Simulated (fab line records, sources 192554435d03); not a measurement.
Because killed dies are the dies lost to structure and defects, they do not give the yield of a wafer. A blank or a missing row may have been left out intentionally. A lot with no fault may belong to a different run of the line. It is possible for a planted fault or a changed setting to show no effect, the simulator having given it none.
fab line records    flow n5Finfet
record: lots: 6  wafers: 18  lastDay: 16
route steps=1938 shown MOL_CONTACT_COAG@560
lots untouched by any fault: they come from a run of this same line in which no faults occurred
startH: the number of hours between the record's first day and the start of the first shown wafer of the lot    waitH: hours from the lot's prior step to this one    " repeats the value in the row above    L1.1+2: several wafers, shown together as one row    - either no value or no given start    * or withheld: withheld    < > ~ a bound
route shown NAME@n: names a module that has steps shown in the file, with the first one's number in the route    usual: average and standard deviation across the fault-free wafers    same: alike in all rows    chamber/n: place in a boat    sites: each site's reading    _std_site: how widely they spread, as a standard deviation    _edge_site: the outer-site mean with the inner-site mean subtracted    radiusMm: how far each site lies from the wafer's centre    mask NAME#n: copy n    behind: the most recent tool/chamber to have shaped the wafer    hold: what put the lot on hold/how long, in hours/how the hold closed    device: transistor that didn't switch, given as n, p or np    end of line: the same wafers' tests at the end of the route    a step given without rows: its recipe and nothing more    killed: dies that structure and defects cost at the first sort, which is not the same as the wafer's yield    map: dies across one wafer; x = killed, . = not, _ = none there
set.NAME: the setting as run; set.NAME@STEP: as run at that earlier step    model.NAME: the simulator's own value behind a step, which no gauge read
lots at some steps of the route; a table a step, a row a wafer
services: a tool's chamber out of use, with start hour (startH, from the record's first day; less than 0 if before it), hours out, and reason
== steps ==
step: N5_MOL_CONTACT_COAG_CMP_28
recipe: stopOn: SiNx  tOverpolishS: 0.85  postCmpClean: alkalineBrush  downForcePsi: 4.15  platenRpm: 51.8  padVelocityMS: 1.0307  targetThkNm: 14.522
usual: motorCurrentA: 12.2/1.6  timeToEndpointS: 4.3/2.1
lot.wafer  tool    chamber  startH  waitH  motorCurrentA  timeToEndpointS
L556.3     cmp-01  2        119.44  0.8    10.6           8.5
L556.4     "       3        "       "      14.1           4.4
L556.1     "       0        "       "      12.9           5.7
L557.1     cmp-03  3        129.00  0.9    10.5           4.6
L557.3     "       0        "       "      9.6            6.2
L557.5     "       2        "       "      12.4           4.1
L561.2     cmp-04  1        152.36  0.9    11.6           3.2
L561.6     "       3        "       "      12.7           2.3
L561.5     "       0        "       "      12.3           0.7
L564.3     cmp-03  3        173.03  0.8    10.4           6.6
L564.6     "       2        "       "      12.7           3.2
L564.5     "       3        "       "      10.7           5.7
L570.1     cmp-03  0        201.49  0.8    10.2           5.7
L570.3     "       1        "       "      14.5           1.1
L570.2     "       2        "       "      12.9           5.5
L573.4     cmp-01  2        224.85  0.8    10.5           2.2
L573.1     "       1        "       "      11.3           2.4
L573.5     "       3        "       "      14.2           3.7
step: N5_MOL_CONTACT_COAG_THK_MEAS_29
recipe: reads: SiNx_of_GATE_CUT_PECVD_57+SiNx_of_GATE_CUT_SAC_CAP_01
usual: MD_CAP_THK: 17.93/0.089
lot.wafer  tool          chamber  startH  waitH  MD_CAP_THK[nm]
L556.1     filmMetro-02  -        119.70  -      18.01
L556.3     "             -        "       "      17.84
L556.4     "             -        "       "      17.92
L557.1     filmMetro-01  -        129.22  -      17.97
L557.3     "             -        "       "      18.05
L557.5     "             -        "       "      17.99
L561.2     filmMetro-01  -        152.58  -      17.91
L561.5     "             -        "       "      18.08
L561.6     "             -        "       "      17.88
L564.3     filmMetro-02  -        173.29  -      17.84
L564.5     "             -        "       "      17.86
L564.6     "             -        "       "      17.76
L570.1     filmMetro-01  -        201.78  -      17.87
L570.2     "             -        "       "      17.89
L570.3     "             -        "       "      17.97
L573.1     filmMetro-01  -        225.15  -      17.98
L573.4     "             -        "       "      18.01
L573.5     "             -        "       "      17.89
step: N5_MOL_CONTACT_COAG_ALD_123
recipe: material: SiNx  targetThkA: 50  tempC: 400  aldPrecursorFamily: SiH2I2  aldCoReactant: N2/H2-plasma  pulseTimeS: 1  purgeTimeS: 2  coReactantPurgeTimeS: 2  aldCycles: 100  pressureTorr: 2
usual: heaterPowerW: 854/110  precursorPulseHeightRel: 1.001/0.019
same: aldCycles: 100  coReactantPurgeTimeS: 2
lot.wafer  tool       chamber  startH  waitH  heaterPowerW  precursorPulseHeightRel
L556.1     aldSin-02  3        119.74  0.0    836           1.008
L556.3     "          0        "       "      683           1.005
L556.4     "          2        "       "      732           0.979
L557.1     aldSin-02  3        129.26  0.0    849           1.021
L557.3     "          1        "       "      928           0.998
L557.5     "          3        "       "      851           0.970
L561.2     aldSin-03  3        152.62  0.0    1090          0.983
L561.5     "          0        "       "      875           0.990
L561.6     "          3        "       "      1048          0.987
L564.3     aldSin-03  2        173.77  0.5    748           1.014
L564.5     "          2        "       "      740           1.036
L564.6     "          1        "       "      827           0.990
L570.1     aldSin-01  1        201.82  0.0    907           0.994
L570.2     "          2        "       "      1063          1.011
L570.3     "          3        "       "      791           1.024
L573.1     aldSin-02  1        225.18  0.0    934           1.019
L573.4     "          0        "       "      699           1.007
L573.5     "          1        "       "      940           0.974
step: N5_MOL_CONTACT_COAG_PECVD_31
recipe: material: SiO2  targetThkA: 460  tempC: 400  precursor: TEOS/O2  pressureTorr: 6.5  rfW: withheld  teosFlowSccm: withheld  gas: O2  flowSccm: 2650  timeS: 8.9
step: N5_MOL_CONTACT_COAG_COAT_75
recipe: resist: SOC  tempC: 250  timeS: 60  spinRpm: 1500  resistThkNm: 60
step: N5_MOL_CONTACT_COAG_COAT_76
recipe: resist: SiARC  tempC: 220  timeS: 60  spinRpm: 1500  resistThkNm: 10
step: N5_MOL_CONTACT_COAG_COAT_77
recipe: resist: underlayer  tempC: 205  timeS: 60  spinRpm: 1500  resistThkNm: 10
step: N5_MOL_CONTACT_COAG_COAT_78
recipe: resist: CAR-EUV  spinRpm: 1500  resistThkNm: 40
step: N5_MOL_CONTACT_COAG_EBR_80
recipe: solvent: PGMEA  ebrWidthMm: 1.5
step: N5_MOL_CONTACT_COAG_SOFTBAKE_79
recipe: tempC: 110  timeS: 60  resist: CAR-EUV
step: N5_MOL_CONTACT_COAG_EXPOSE_81
recipe: maskId: VG  na: 0.33  sourceShape: annular  sigmaInner: 0.3  sigmaOuter: 0.7  polarization: unpolarized  defocusNm: 0  doseMj: 59.5
step: N5_MOL_CONTACT_COAG_PEB_82
recipe: pebTempC: 100  pebTimeS: 60  resist: CAR-EUV
step: N5_MOL_CONTACT_COAG_DEVELOP_83
recipe: developTimeS: 30  developer: TMAH  resist: CAR-EUV  rinseLiquid: surfactantRinse  dry: airSpin  devTempC: 23
usual: chillPlateTempC: 22.97/0.11  developTimeS: 30/0
lot.wafer  tool           chamber  startH  waitH  chillPlateTempC  developTimeS  model.CAR-EUV_of_MOL_CONTACT_COAG_COAT_78.thkNm
L556.1     lithoTrack-02  -        120.66  -      -                -             40
L556.3     "              -        "       "      -                -             40
L556.4     "              -        "       "      -                -             39.8
L557.1     lithoTrack-01  -        130.17  -      -                -             40
L557.3     "              -        "       "      -                -             40
L557.5     "              -        "       "      -                -             40
L561.2     lithoTrack-01  0        153.41  -      23.13            30            39.6
L561.5     "              0        "       "      22.91            30            39.6
L561.6     "              0        "       "      23.11            30            39.6
L564.3     lithoTrack-01  0        174.58  -      22.96            30            39.6
L564.5     "              0        "       "      23.13            30            39.6
L564.6     "              0        "       "      23.02            30            39.6
L570.1     lithoTrack-03  0        202.72  -      23.09            30            39.4
L570.2     "              0        "       "      23.15            30            39.4
L570.3     "              0        "       "      23.13            30            39.4
L573.1     lithoTrack-01  0        226.19  -      22.93            30            39.6
L573.4     "              0        "       "      23.01            30            39.6
L573.5     "              0        "       "      22.86            30            39.8
step: N5_MOL_CONTACT_COAG_CD_MEAS_84
recipe: targetCdNm: 25.1  landingEnergyEv: 500  detector: seInlens  polarity: opening
usual: cdNm: 25.10/0.25
lot.wafer  tool      chamber  startH  waitH  cdNm
L556.1     cdSem-03  0        120.72  -      -
L556.3     "         0        "       "      -
L556.4     "         0        "       "      -
L557.1     cdSem-03  0        130.23  -      -
L557.3     "         0        "       "      -
L557.5     "         0        "       "      -
L561.2     cdSem-02  0        153.47  -      24.95
L561.5     "         0        "       "      24.49
L561.6     "         0        "       "      25.13
L564.3     cdSem-03  0        174.64  -      25.11
L564.5     "         0        "       "      24.77
L564.6     "         0        "       "      24.80
L570.1     cdSem-02  0        202.78  -      25.35
L570.2     "         0        "       "      25.26
L570.3     "         0        "       "      25.35
L573.1     cdSem-02  0        226.25  -      25.13
L573.4     "         0        "       "      24.95
L573.5     "         0        "       "      25.48
== services ==
tool       chamber  startH  hours  kind
aldSin-01  0        99.29   -      clean
aldSin-01  1        99.29   -      clean
aldSin-01  2        99.29   -      clean
aldSin-01  3        99.29   -      clean
cmp-04     -        121.33  0.2    repair
cmp-03     -        138.26  2.5    repair
aldSin-01  3        141.04  5.9    repair
cmp-03     -        176.83  0.3    repair
cmp-03     -        177.29  0.4    repair
aldSin-03  -        177.36  14.0   pm
aldSin-03  0        177.36  14.0   ventCycle
aldSin-03  1        177.36  14.0   ventCycle
aldSin-03  2        177.36  14.0   ventCycle
aldSin-03  3        177.36  14.0   ventCycle
aldSin-03  0        191.36  -      clean
aldSin-03  1        191.36  -      clean
aldSin-03  2        191.36  -      clean
aldSin-03  3        191.36  -      clean
cmp-04     -        193.84  4.0    pm
cmp-01     -        196.87  1.1    repair
aldSin-02  2        202.57  4.8    repair
cmp-04     -        210.32  21.3   pm
cmp-01     -        216.71  2.7    repair
aldSin-02  2        219.17  9.0    repair
== key ==
firstSign: step: N5_MOL_CONTACT_COAG_DEVELOP_83  reading: toolRecord  direction: missing
effect none on later readings
modelEffect: step: N5_MOL_CONTACT_COAG_DEVELOP_83  value: CAR-EUV_of_MOL_CONTACT_COAG_COAT_78.thkNm  without: 39.53  struck: 39.97
metAt N5_MOL_CONTACT_COAG_DEVELOP_83
struckWafers L556.1,L556.3,L556.4,L557.1,L557.3,L557.5
rowsEnd L556.1,L556.3,L556.4,L557.1,L557.3,L557.5
fault: kind: skippedStepWhole  tool: lithoTrack-01,lithoTrack-02  chamber: -  onsetH: 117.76  steps: N5_MOL_CONTACT_COAG_DEVELOP_83  scope: struckLotsOnly
rowsEnd: these wafers met a further fault down the route, and their rows from its step on are left out
